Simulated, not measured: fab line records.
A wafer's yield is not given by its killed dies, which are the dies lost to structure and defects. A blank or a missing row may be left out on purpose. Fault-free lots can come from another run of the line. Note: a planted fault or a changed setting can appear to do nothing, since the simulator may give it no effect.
8D (eight disciplines) problem report, filled in by code ; flow n5-finfet ; the parts of the form that need people (team, actions taken, sign-off) are left out

## 1. THE PROBLEM
At N5_PASSIVATION_PROBE_49, killed-at-contacts averages 48 over 2 wafers from 2 lots, while fault-free wafers read 12, standard deviation 6.4. Relative to the usual mean, that is a shift of +5.6 standard deviations.
Earliest sighting: wafer L139.4 on prober-02 at day 18 14:20. At this step, 17 wafers from 6 lots have a number in the record. Rule for "out", or "out of limits": more than 4 standard deviations from the usual mean. Any other wafer with a number is counted as sound.

## 2. WHAT THIS IS AND IS NOT
question;is;is not
which readings at this step;killed-at-contacts;killed_at_M0_to_M3, killed_at_M4_up, killed-at-front-end, killed-at-other, killed-open, killed-short, sort_bin_6_memory
which lots;L138, L139;L130, L135, L147, L149
which wafers of those lots;L138.1, L139.4;L138.6, L139.2, L139.3
read on which tools;prober-01, prober-02;-
when;from day 18 14:20;"up to then (8 sound wafers); but 7 sound wafers of L138, L147, L149 came after"

## 3. THE SUSPECTS, EACH WITH WHAT RULES IT OUT
Counting: any tool at a process step up to the reading remains a suspect provided it ran every lot that is out. Sound lots after the first of them don't rule it out here, since some wafers of a struck lot are sound.
- rie-diel-05 at N5_MOL_CONTACT_COAG_VIA_ETCH_46 (etches SiO2 in C4F6/O2, target depth 46 nm, overetch 9.2 nm, time 40 s): kept. Every lot that is out went through it, the first being L138 (day 7 03:38); the last sound lot it ran before that was L135 (day 6 11:43).
- rie-diel-04 at N5_PASSIVATION_DESCUM_46 (chemistry O2, time 7.9 s): kept. It ran every lot that is out, first L139 (day 18 10:48).
- rie-diel-04 at N5_PASSIVATION_STRIP_48 (strips in O2): kept. It ran every lot that is out, first L139 (day 18 11:22).
Still standing after the count: rie-diel-05 at N5_MOL_CONTACT_COAG_VIA_ETCH_46, rie-diel-04 at N5_PASSIVATION_DESCUM_46, rie-diel-04 at N5_PASSIVATION_STRIP_48.

## 4. THE CAUSE (what the simulator had put in)
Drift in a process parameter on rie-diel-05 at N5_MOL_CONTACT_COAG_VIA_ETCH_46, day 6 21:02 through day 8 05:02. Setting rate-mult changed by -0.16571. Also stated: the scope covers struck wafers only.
Counting left 3 suspects, and this tool is among them.

## 5. THE EFFECT CHAIN, in route order
Each row: a reading whose mean over the struck wafers that have a number lies more than 3 standard deviations from the usual. Only readings for which the record gives a usual standard deviation are gone through. hours: the time from each lot's start at the first step in this table that gives one to its start at this step, as a median over the lots. sigmas: the change in usual standard deviations.
hours;step;reading;usual;on struck wafers;change;sigmas
0;N5_PASSIVATION_PROBE_49;killed-at-contacts;12;48;+36;+5.6
0;N5_PASSIVATION_PROBE_49;sort_bin_5_function;5.0 %;7.7;+2.7;+3.1
It contains these process steps:
- N5_PASSIVATION_PROBE_49

## 6. HOW IT WOULD HAVE BEEN CAUGHT EARLIER
In this record the first reading out of limits was taken at day 18 14:20, 281 hours after the fault began at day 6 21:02.
Of the tool readings at N5_MOL_CONTACT_COAG_VIA_ETCH_46 for which the record gives a usual standard deviation, none was out on any struck wafer, so an alarm limit of 4 standard deviations on them would not have fired.
The start of N5_MOL_CONTACT_COAG_VIA_ETCH_46 on rie-diel-05 came by day 18 14:20 for every one of the lots that are out (2). Holding the tool at that point would not have protected any of them.
